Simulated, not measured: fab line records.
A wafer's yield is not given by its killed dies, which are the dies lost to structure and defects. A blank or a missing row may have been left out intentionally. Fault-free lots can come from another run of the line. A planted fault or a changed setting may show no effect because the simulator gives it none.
fab line records ; flow n5Finfet ; part 1 of 2: steps 1 to 3 of 6
record lots=23; wafers=69; lastDay=19
route steps=1938 shown WELL_APT@31 FIN_SAQP@114
lots that met no fault: from a run of the same line without faults
startH: start of the lot's first displayed wafer, in hours after the record's first day ; waitH: hours since the lot's step before ; " as in the row above ; L1.1+2: several wafers, shown together as one row ; - no value present, or no start provided ; * or withheld: withheld ; < > ~ a bound
route shown NAME@n: NAME is a module with steps in the file, n the number in the route of the first one ; usual: the fault-free wafers' mean and standard deviation ; same: alike in all rows ; chamber/n: place in a boat ; sites: each site's reading ; _std_site: their standard deviation ; _edge_site: outer sites' mean less inner sites' ; radiusMm: how far each site lies from the wafer's centre ; mask NAME#n: copy n ; behind: tool/chamber where the wafer was last shaped ; hold: why the lot went on hold/how many hours it stayed there/how the hold came to an end ; device: the n, p or np transistor that did not switch ; end of line: tests of these same wafers at the route's end ; a step with no rows: only its recipe ; killed: dies that structure and defects cost at the first sort, which is not the same as the wafer's yield ; map: the dies of a wafer, with x for killed, . for not killed, _ for no die there
set.NAME: the setting as run; set.NAME@STEP: as run at that earlier step ; model.NAME: the simulator's own value behind a step, which no gauge read
the route's steps for a sample of lots (tables are steps, rows are wafers)
services: a tool's chamber out of use, with start hour (startH, from the record's first day; less than 0 if before it), hours out, and reason
## steps
# step N5_WELL_APT_DESCUM_13
# recipe chemistry=O2; timeS=7.9; sourcePowerW=50; biasPowerW=20; pressureMtorr=20; rfFrequencyHz=2.712e+07; tempC=40; o2FlowSccm=225
# usual drypumpMotorCurrentA=5.6/0.45; o2FlowSccm=225.0/0.63; oesProductAu=0.80/0.056; rfVppV=243.2/1.3; showerheadPlenumPTorr=2.10/0.065; throttleValvePct=20.39/0.22
lot.wafer;tool;chamber;startH;waitH;drypumpMotorCurrentA;o2FlowSccm;oesProductAu;rfHoursCounterH;rfVppV;showerheadPlenumPTorr;throttleValvePct
L074.2;rieDiel-02;0;13.77;0.0;6.2;224.6;0.87;62;242.0;2.01;20.21
L074.3;rieDiel-02;1;13.77;0.0;5.2;225.2;0.82;67;243.4;2.11;20.21
L074.5;rieDiel-02;3;13.77;0.0;4.9;224.5;0.69;-;243.8;2.18;20.88
L075.3;rieDiel-01;2;20.23;0.1;5.6;224.4;0.87;40;243.8;2.14;20.23
L075.4;rieDiel-01;0;20.23;0.1;6.2;224.4;0.81;75;242.7;2.05;20.56
L075.6;rieDiel-01;2;20.23;0.1;5.6;225.1;0.88;-;242.7;2.14;20.23
L076.1;rieDiel-02;3;25.78;0.0;4.9;225.2;0.68;250;245.1;2.18;20.88
L076.2;rieDiel-02;2;25.78;0.0;5.7;225.0;0.85;44;243.5;2.19;20.06
L076.6;rieDiel-02;0;25.78;0.0;6.1;225.0;0.86;-;243.4;2.01;20.21
L077.3;rieDiel-01;1;32.04;0.0;5.8;224.5;0.85;55;242.5;2.04;20.11
L077.4;rieDiel-01;3;32.04;0.0;5.5;224.2;0.78;97;243.1;2.03;20.60
L077.5;rieDiel-01;2;32.04;0.0;5.6;224.7;0.88;-;243.6;2.13;20.24
L078.1;rieDiel-02;0;37.90;0.0;6.1;225.2;0.84;73;242.7;2.01;20.21
L078.2;rieDiel-02;1;37.90;0.0;5.2;225.3;0.80;76;243.5;2.11;20.25
L078.4;rieDiel-02;2;37.90;0.0;5.8;224.5;0.82;-;246.5;2.18;20.06
L079.1;rieDiel-01;3;44.22;0.0;5.5;224.7;0.78;100;243.3;2.03;20.60
L079.3;rieDiel-01;0;44.22;0.0;6.3;224.9;0.79;83;241.5;2.05;20.59
L079.6;rieDiel-01;2;44.22;0.0;5.6;225.6;0.86;-;243.9;2.13;20.23
L080.1;rieDiel-04;1;49.77;0.0;5.8;224.8;0.84;82;242.7;2.15;20.47
L080.2;rieDiel-04;3;49.77;0.0;5.7;224.3;0.75;154;244.8;2.18;20.31
L080.6;rieDiel-04;1;49.77;0.0;5.8;225.5;0.83;-;243.7;2.15;20.49
L081.1;rieDiel-04;1;55.77;0.0;5.8;225.3;0.83;85;244.0;2.15;20.49
L081.4;rieDiel-04;1;55.77;0.0;5.8;225.6;0.83;-;243.6;2.15;20.48
L081.6;rieDiel-04;2;55.77;0.0;4.7;224.5;0.72;-;243.8;2.14;20.74
L082.2;rieDiel-02;3;62.22;0.0;4.9;225.9;0.93;7;242.5;2.17;20.60
L082.4;rieDiel-02;2;62.22;0.0;5.7;224.4;0.82;59;245.9;2.18;20.08
L082.5;rieDiel-02;2;62.22;0.0;5.8;224.0;0.83;-;245.8;2.18;20.07
L083.2;rieDiel-04;3;68.72;1.0;5.6;225.6;0.73;163;244.8;2.18;20.35
L083.3;rieDiel-04;1;68.72;1.0;5.8;225.0;0.82;92;242.0;2.14;20.50
L083.4;rieDiel-04;0;68.72;1.0;5.6;224.7;0.72;201;241.7;2.00;20.44
L084.4;rieDiel-01;2;74.02;0.2;5.6;224.9;0.86;-;243.5;2.13;20.25
L084.5;rieDiel-01;3;74.02;0.2;5.4;224.5;0.77;-;240.9;2.03;20.58
L084.6;rieDiel-01;0;74.02;0.2;6.2;224.8;0.80;-;243.3;2.04;20.60
L085.3;rieDiel-01;2;79.97;0.0;5.6;224.8;0.85;54;245.0;2.13;20.26
L085.4;rieDiel-01;3;79.97;0.0;5.4;225.4;0.77;-;242.0;2.03;20.61
L085.5;rieDiel-01;0;79.97;0.0;6.2;225.0;0.79;-;242.7;2.04;20.59
L086.1;rieDiel-04;0;85.81;0.0;5.5;225.2;0.72;208;240.9;2.00;20.44
L086.3;rieDiel-04;2;85.81;0.0;4.7;224.8;0.72;243;243.2;2.14;20.75
L086.5;rieDiel-04;1;85.81;0.0;5.8;225.2;0.81;-;242.9;2.14;20.52
L087.3;rieDiel-04;0;91.82;0.1;5.5;224.8;0.72;210;240.7;2.00;20.46
L087.4;rieDiel-04;2;91.82;0.1;4.7;225.4;0.70;-;244.5;2.13;20.78
L087.6;rieDiel-04;1;91.82;0.1;5.8;225.6;0.82;-;243.5;2.14;20.51
L088.1;rieDiel-02;3;98.07;0.3;4.9;223.9;0.90;20;242.9;2.17;20.63
L088.3;rieDiel-02;1;98.07;0.3;5.2;224.4;0.78;99;242.0;2.10;20.29
L088.4;rieDiel-02;0;98.07;0.3;6.1;224.5;0.82;95;242.0;2.00;20.22
L089.1;rieDiel-01;2;103.80;0.0;5.6;224.6;0.83;63;242.7;2.13;20.24
L089.2;rieDiel-01;1;103.80;0.0;5.7;224.8;0.83;70;242.0;2.04;20.15
L089.6;rieDiel-01;2;103.80;0.0;5.6;225.1;0.83;-;243.7;2.13;20.25
L091.4;rieDiel-02;1;115.86;0.1;5.2;224.9;0.77;104;241.6;2.10;20.29
L091.5;rieDiel-02;0;115.86;0.1;6.1;224.9;0.81;-;241.5;2.00;20.25
L091.6;rieDiel-02;3;115.86;0.1;4.9;225.4;0.88;-;243.6;2.17;20.64
L092.1;rieDiel-01;1;121.82;0.0;5.8;225.4;0.82;77;243.2;2.04;20.15
L092.3;rieDiel-01;3;121.82;0.0;5.4;226.2;0.76;111;243.2;2.03;20.62
L092.4;rieDiel-01;2;121.82;0.0;5.6;225.2;0.83;71;244.1;2.13;20.26
L093.1;rieDiel-01;1;128.10;0.0;5.7;225.6;0.82;79;242.1;2.03;20.16
L093.2;rieDiel-01;2;128.10;0.0;5.6;225.2;0.83;72;242.9;2.12;20.27
L093.5;rieDiel-01;0;128.10;0.0;6.3;225.4;0.76;-;242.2;2.04;20.62
L094.1;rieDiel-02;1;134.05;0.4;5.2;225.8;0.78;109;243.9;2.09;20.29
L094.3;rieDiel-02;3;134.05;0.4;4.9;226.1;0.88;31;244.5;2.17;20.64
L094.5;rieDiel-02;3;134.05;0.4;4.9;224.4;0.87;-;244.1;2.16;20.65
L095.4;rieDiel-02;0;139.78;0.0;6.2;225.4;0.80;107;243.2;2.00;20.26
L095.5;rieDiel-02;2;139.78;0.0;5.8;226.1;0.80;-;243.9;2.17;20.13
L095.6;rieDiel-02;1;139.78;0.0;5.2;224.2;0.77;-;242.6;2.09;20.28
L096.3;rieDiel-04;0;145.80;0.2;5.5;224.9;0.70;231;239.8;1.99;20.47
L096.5;rieDiel-04;2;145.80;0.2;4.8;224.4;0.95;-;243.5;2.13;20.36
L096.6;rieDiel-04;1;145.80;0.2;5.8;224.2;0.80;-;243.9;2.13;20.55
L097.2;rieDiel-02;1;152.00;0.0;5.2;224.7;0.76;115;242.5;2.09;20.30
L097.3;rieDiel-02;0;152.00;0.0;6.1;224.2;0.80;112;242.3;1.99;20.26
L097.5;rieDiel-02;0;152.00;0.0;6.1;224.7;0.80;-;242.5;1.99;20.25
# step N5_FIN_SAQP_DESCUM_21
# recipe chemistry=O2; timeS=7.9; sourcePowerW=50; biasPowerW=20; pressureMtorr=20; rfFrequencyHz=2.712e+07; tempC=40; resist=CAR-ArF; o2FlowSccm=225
# usual drypumpMotorCurrentA=5.6/0.41; o2FlowSccm=225.1/0.61; oesProductAu=0.79/0.052; rfVppV=243.2/1.2; showerheadPlenumPTorr=2.10/0.065; throttleValvePct=20.41/0.2
lot.wafer;tool;chamber;startH;waitH;drypumpMotorCurrentA;o2FlowSccm;oesProductAu;rfHoursCounterH;rfVppV;showerheadPlenumPTorr;throttleValvePct
L074.2;rieDiel-02;3;21.51;0.2;4.9;225.7;0.68;248;246.0;2.18;20.85
L074.3;rieDiel-02;1;21.51;0.2;5.2;224.5;0.82;69;242.9;2.11;20.24
L074.5;rieDiel-02;1;21.51;0.2;5.2;225.4;0.81;-;243.9;2.11;20.23
L075.3;rieDiel-02;0;28.73;0.0;6.1;224.3;0.85;67;242.4;2.01;20.20
L075.4;rieDiel-02;2;28.73;0.0;5.8;225.4;0.85;-;243.7;2.19;20.06
L075.6;rieDiel-02;1;28.73;0.0;5.2;224.1;0.81;-;242.3;2.11;20.24
L076.1;rieDiel-04;1;33.85;0.4;5.8;226.1;0.84;76;242.8;2.15;20.50
L076.2;rieDiel-04;3;33.85;0.4;5.6;223.8;0.75;148;244.7;2.18;20.31
L076.6;rieDiel-04;2;33.85;0.4;4.8;225.4;0.72;-;243.4;2.14;20.72
L077.3;rieDiel-04;1;40.25;0.1;5.8;226.0;0.84;78;243.8;2.15;20.48
L077.4;rieDiel-04;3;40.25;0.1;5.6;224.6;0.74;-;244.3;2.18;20.32
L077.5;rieDiel-04;2;40.25;0.1;4.7;226.1;0.72;-;244.0;2.14;20.72
L078.1;rieDiel-04;2;46.24;0.2;4.8;224.7;0.73;226;243.6;2.14;20.73
L078.2;rieDiel-04;3;46.24;0.2;5.7;225.7;0.75;152;243.9;2.18;20.31
L078.4;rieDiel-04;1;46.24;0.2;5.8;225.5;0.84;-;242.9;2.15;20.50
L079.1;rieDiel-02;2;51.82;0.1;5.8;224.7;0.84;55;244.8;2.18;20.08
L079.3;rieDiel-02;1;51.82;0.1;5.2;225.0;0.80;81;244.4;2.11;20.25
L079.6;rieDiel-02;2;51.82;0.1;5.8;224.4;0.84;-;244.3;2.18;20.06
L080.1;rieDiel-04;3;57.64;0.1;5.7;224.7;0.75;158;243.7;2.18;20.33
L080.2;rieDiel-04;1;57.64;0.1;5.8;223.6;0.83;86;242.9;2.15;20.50
L080.6;rieDiel-04;1;57.64;0.1;5.8;225.6;0.83;-;242.1;2.15;20.48
L081.1;rieDiel-04;0;66.56;1.6;5.6;225.7;0.73;199;242.5;2.00;20.44
L081.4;rieDiel-04;1;66.56;1.6;5.8;225.4;0.82;90;243.4;2.14;20.50
L081.6;rieDiel-04;1;66.56;1.6;5.8;225.8;0.82;-;243.6;2.14;20.50
L082.2;rieDiel-01;0;71.69;1.1;6.2;226.3;0.79;87;242.1;2.04;20.59
L082.4;rieDiel-01;2;71.69;1.1;5.6;225.2;0.87;-;244.4;2.13;20.24
L082.5;rieDiel-01;0;71.69;1.1;6.2;226.6;0.80;-;242.9;2.05;20.58
L083.2;rieDiel-01;0;77.86;0.0;6.2;224.0;0.79;89;241.9;2.04;20.59
L083.3;rieDiel-01;3;77.86;0.0;5.4;225.2;0.77;106;241.8;2.03;20.61
L083.4;rieDiel-01;3;77.86;0.0;5.4;223.8;0.77;-;241.6;2.03;20.61
L084.4;rieDiel-01;2;82.26;0.0;5.6;225.2;0.85;-;243.8;2.13;20.24
L084.5;rieDiel-01;0;82.26;0.0;6.2;225.1;0.79;-;242.3;2.04;20.60
L084.6;rieDiel-01;3;82.26;0.0;5.4;224.6;0.77;-;240.2;2.03;20.62
L085.3;rieDiel-02;1;89.24;0.0;5.2;225.0;0.79;95;243.7;2.10;20.28
L085.4;rieDiel-02;3;89.24;0.0;4.9;225.6;0.90;17;243.6;2.17;20.63
L085.5;rieDiel-02;1;89.24;0.0;5.2;224.6;0.78;-;241.9;2.10;20.28
L086.1;rieDiel-04;0;93.90;0.0;5.5;225.1;0.72;211;242.0;2.00;20.43
L086.3;rieDiel-04;1;93.90;0.0;5.8;225.4;0.81;102;243.2;2.14;20.53
L086.5;rieDiel-04;1;93.90;0.0;5.8;224.7;0.81;-;244.7;2.14;20.51
L087.3;rieDiel-04;0;101.10;0.0;5.5;225.6;0.71;215;240.9;2.00;20.46
L087.4;rieDiel-04;3;101.10;0.0;5.7;226.4;0.72;-;243.7;2.18;20.34
L087.6;rieDiel-04;0;101.10;0.0;5.5;226.1;0.72;-;242.6;2.00;20.46
L088.1;rieDiel-04;3;106.56;0.0;5.6;225.1;0.72;172;244.0;2.18;20.34
L088.3;rieDiel-04;1;106.56;0.0;5.8;224.6;0.80;109;244.2;2.14;20.52
L088.4;rieDiel-04;1;106.56;0.0;5.8;223.7;0.80;-;242.7;2.14;20.53
L089.1;rieDiel-04;0;112.29;0.1;5.6;224.5;0.70;219;239.8;2.00;20.47
L089.2;rieDiel-04;3;112.29;0.1;5.7;225.0;0.72;174;242.9;2.17;20.34
L089.6;rieDiel-04;1;112.29;0.1;5.8;225.5;0.81;-;242.6;2.14;20.53
L091.4;rieDiel-02;0;124.21;0.0;6.1;225.0;0.82;103;243.8;2.00;20.26
L091.5;rieDiel-02;2;124.21;0.0;5.8;225.5;0.80;-;245.1;2.17;20.13
L091.6;rieDiel-02;1;124.21;0.0;5.2;226.1;0.77;-;244.2;2.10;20.29
L092.1;rieDiel-01;2;129.68;0.0;5.6;225.0;0.82;73;244.9;2.12;20.27
L092.3;rieDiel-01;1;129.68;0.0;5.7;225.6;0.82;79;240.6;2.03;20.16
L092.4;rieDiel-01;3;129.68;0.0;5.5;224.6;0.76;113;240.3;2.03;20.61
L093.1;rieDiel-02;0;136.12;0.0;6.1;225.9;0.81;106;240.9;2.00;20.27
L093.2;rieDiel-02;1;136.12;0.0;5.2;225.5;0.76;110;243.2;2.09;20.30
L093.5;rieDiel-02;2;136.12;0.0;5.8;225.1;0.80;-;243.1;2.17;20.11
L094.1;rieDiel-01;1;141.87;0.3;5.7;225.5;0.81;85;240.7;2.03;20.18
L094.3;rieDiel-01;2;141.87;0.3;5.6;224.4;0.81;78;243.2;2.12;20.30
L094.5;rieDiel-01;1;141.87;0.3;5.7;224.7;0.81;-;243.3;2.03;20.16
L095.4;rieDiel-01;1;149.58;0.3;5.8;225.7;0.81;87;244.6;2.03;20.17
L095.5;rieDiel-01;2;149.58;0.3;5.6;224.8;0.82;-;242.4;2.12;20.27
L095.6;rieDiel-01;3;149.58;0.3;5.5;225.5;0.77;-;242.0;2.02;20.63
L096.3;rieDiel-02;2;153.98;0.0;5.8;224.9;0.79;90;244.7;2.17;20.13
L096.5;rieDiel-02;2;153.98;0.0;5.8;224.5;0.79;-;243.3;2.17;20.12
L096.6;rieDiel-02;1;153.98;0.0;5.2;224.7;0.77;-;243.9;2.09;20.31
L097.2;rieDiel-01;0;160.60;0.0;6.2;225.1;0.76;120;241.8;2.03;20.64
L097.3;rieDiel-01;3;160.60;0.0;5.4;225.8;0.75;124;241.5;2.02;20.64
L097.5;rieDiel-01;1;160.60;0.0;5.7;224.7;0.80;-;241.8;2.03;20.20
# step N5_FIN_SAQP_ETCH_69
# recipe chemistry=N2/H2; target=SOC; targetDepthA=1500; stopOn=SiNx; ionEnergyEv=100; biasW=61; pressureMtorr=30; sourceW=850; n2FlowSccm=200; h2FlowSccm=200
# usual drypumpMotorCurrentA=5.6/0.44; h2FlowSccm=200.0/0.61; oesProductAu=0.78/0.056; rfVppV=240.8/1.4; showerheadPlenumPTorr=2.55/0.09; throttleValvePct=17.86/0.28
lot.wafer;tool;chamber;startH;waitH;drypumpMotorCurrentA;h2FlowSccm;oesProductAu;rfHoursCounterH;rfVppV;showerheadPlenumPTorr;throttleValvePct
L074.2;rieDiel-04;1;24.59;-;5.8;199.6;0.83;71;242.8;2.58;17.63
L074.3;rieDiel-04;3;24.59;-;5.6;200.9;0.76;143;241.9;2.65;17.77
L074.5;rieDiel-04;1;24.59;-;5.7;200.4;0.82;-;242.0;2.58;17.62
L075.3;rieDiel-01;0;31.79;-;6.2;200.1;0.80;79;239.3;2.44;17.71
L075.4;rieDiel-01;3;31.79;-;5.5;199.9;0.78;97;238.9;2.48;18.04
L075.6;rieDiel-01;1;31.79;-;5.8;200.4;0.84;-;241.2;2.45;17.34
L076.1;rieDiel-01;2;38.27;-;5.6;199.4;0.85;46;239.9;2.59;17.56
L076.2;rieDiel-01;3;38.27;-;5.4;200.0;0.78;99;240.6;2.48;18.04
L076.6;rieDiel-01;3;38.27;-;5.4;200.2;0.78;-;238.3;2.48;18.06
L077.3;rieDiel-04;1;42.99;-;5.8;199.8;0.82;79;242.5;2.57;17.62
L077.4;rieDiel-04;3;42.99;-;5.7;199.8;0.75;-;241.9;2.65;17.82
L077.5;rieDiel-04;1;42.99;-;5.8;199.7;0.82;-;241.6;2.58;17.63
L078.1;rieDiel-04;2;49.01;-;4.7;199.2;0.70;227;240.9;2.65;18.45
L078.2;rieDiel-04;1;49.01;-;5.8;200.4;0.81;82;242.1;2.57;17.63
L078.4;rieDiel-04;3;49.01;-;5.7;200.3;0.75;-;242.5;2.64;17.81
L079.1;rieDiel-01;3;54.74;-;5.4;200.9;0.78;103;239.9;2.48;18.07
L079.3;rieDiel-01;2;54.74;-;5.6;200.2;0.84;50;241.3;2.59;17.58
L079.6;rieDiel-01;3;54.74;-;5.4;200.4;0.78;-;238.1;2.48;18.05
L080.1;rieDiel-02;0;60.81;-;6.1;199.1;0.82;81;239.8;2.45;17.70
L080.2;rieDiel-02;1;60.81;-;5.2;199.8;0.79;84;241.4;2.57;17.78
L080.6;rieDiel-02;0;60.81;-;6.2;199.4;0.82;-;241.6;2.45;17.71
L081.1;rieDiel-02;3;69.94;-;4.9;199.9;0.92;10;241.8;2.64;17.92
L081.4;rieDiel-02;0;69.94;-;6.2;199.5;0.82;85;240.5;2.45;17.73
L081.6;rieDiel-02;3;69.94;-;4.9;199.5;0.92;-;242.1;2.64;17.93
L082.2;rieDiel-04;0;74.73;-;5.5;199.4;0.72;203;240.2;2.44;17.94
L082.4;rieDiel-04;3;74.73;-;5.6;200.4;0.75;166;242.4;2.64;17.85
L082.5;rieDiel-04;1;74.73;-;5.8;200.7;0.80;-;241.9;2.57;17.67
L083.2;rieDiel-04;1;80.85;-;5.8;201.2;0.80;97;241.9;2.57;17.65
L083.3;rieDiel-04;0;80.85;-;5.6;200.0;0.71;205;240.1;2.43;17.95
L083.4;rieDiel-04;2;80.85;-;4.8;199.9;0.70;242;242.3;2.64;18.46
L084.4;rieDiel-04;0;85.49;-;5.6;199.6;0.72;-;239.1;2.43;17.95
L084.5;rieDiel-04;2;85.49;-;4.7;199.9;0.69;-;241.9;2.64;18.46
L084.6;rieDiel-04;1;85.49;-;5.8;199.2;0.81;-;241.6;2.57;17.67
L085.3;rieDiel-04;0;92.00;-;5.5;199.7;0.72;210;240.1;2.43;17.96
L085.4;rieDiel-04;1;92.00;-;5.8;200.6;0.80;-;243.0;2.57;17.67
L085.5;rieDiel-04;2;92.00;-;4.7;199.6;0.70;-;241.4;2.64;18.49
L086.1;rieDiel-04;2;97.05;-;4.8;200.1;0.69;249;241.9;2.64;18.48
L086.3;rieDiel-04;0;97.05;-;5.5;199.7;0.70;214;239.1;2.43;17.97
L086.5;rieDiel-04;1;97.05;-;5.8;199.2;0.80;-;241.4;2.56;17.66
L087.3;rieDiel-01;0;104.31;-;6.3;199.8;0.77;100;238.3;2.43;17.73
L087.4;rieDiel-01;1;104.31;-;5.8;199.9;0.81;-;238.7;2.45;17.36
L087.6;rieDiel-01;0;104.31;-;6.2;199.3;0.78;-;240.2;2.43;17.73
L088.1;rieDiel-02;0;109.58;-;6.2;200.3;0.80;99;239.2;2.44;17.74
L088.3;rieDiel-02;3;109.58;-;4.9;199.6;0.88;24;240.8;2.63;17.97
L088.4;rieDiel-02;2;109.58;-;5.8;200.4;0.77;76;243.5;2.71;17.91
L089.1;rieDiel-04;1;115.12;-;5.8;201.0;0.78;112;239.3;2.56;17.69
L089.2;rieDiel-04;0;115.12;-;5.6;199.5;0.71;221;239.9;2.43;17.99
L089.6;rieDiel-04;1;115.12;-;5.8;200.6;0.78;-;239.6;2.56;17.68
L091.4;rieDiel-04;1;126.94;-;5.8;200.7;0.78;116;241.3;2.56;17.70
L091.5;rieDiel-04;3;126.94;-;5.7;200.1;0.72;-;241.7;2.63;17.87
L091.6;rieDiel-04;0;126.94;-;5.5;200.3;0.71;-;239.1;2.43;17.98
L092.1;rieDiel-02;1;132.48;-;5.2;200.5;0.77;108;241.9;2.56;17.82
L092.3;rieDiel-02;2;132.48;-;5.8;200.3;0.77;83;243.0;2.70;17.93
L092.4;rieDiel-02;0;132.48;-;6.2;200.5;0.80;105;237.0;2.44;17.76
L093.1;rieDiel-01;0;139.20;-;6.2;201.4;0.77;113;239.6;2.43;17.75
L093.2;rieDiel-01;2;139.20;-;5.6;200.0;0.81;77;241.2;2.58;17.63
L093.5;rieDiel-01;3;139.20;-;5.4;199.8;0.76;-;240.0;2.47;18.09
L094.1;rieDiel-02;3;144.61;-;4.9;199.8;0.86;35;241.4;2.63;17.98
L094.3;rieDiel-02;0;144.61;-;6.1;200.5;0.80;110;240.9;2.43;17.75
L094.5;rieDiel-02;2;144.61;-;5.8;201.1;0.76;-;242.3;2.70;17.92
L095.4;rieDiel-04;2;152.42;-;4.7;200.2;0.93;8;241.9;2.63;18.04
L095.5;rieDiel-04;1;152.42;-;5.8;199.6;0.76;-;241.1;2.56;17.70
L095.6;rieDiel-04;0;152.42;-;5.5;200.5;0.70;-;239.4;2.42;17.99
L096.3;rieDiel-02;3;156.88;-;4.8;200.0;0.86;39;240.9;2.62;17.97
L096.5;rieDiel-02;0;156.88;-;6.1;200.4;0.80;-;240.8;2.43;17.76
L096.6;rieDiel-02;1;156.88;-;5.2;198.9;0.76;-;241.0;2.55;17.81
L097.2;rieDiel-01;2;163.94;-;5.6;199.9;0.80;85;241.6;2.57;17.64
L097.3;rieDiel-01;1;163.94;-;5.8;201.2;0.79;91;238.6;2.44;17.40
L097.5;rieDiel-01;0;163.94;-;6.2;199.4;0.76;-;239.6;2.42;17.76
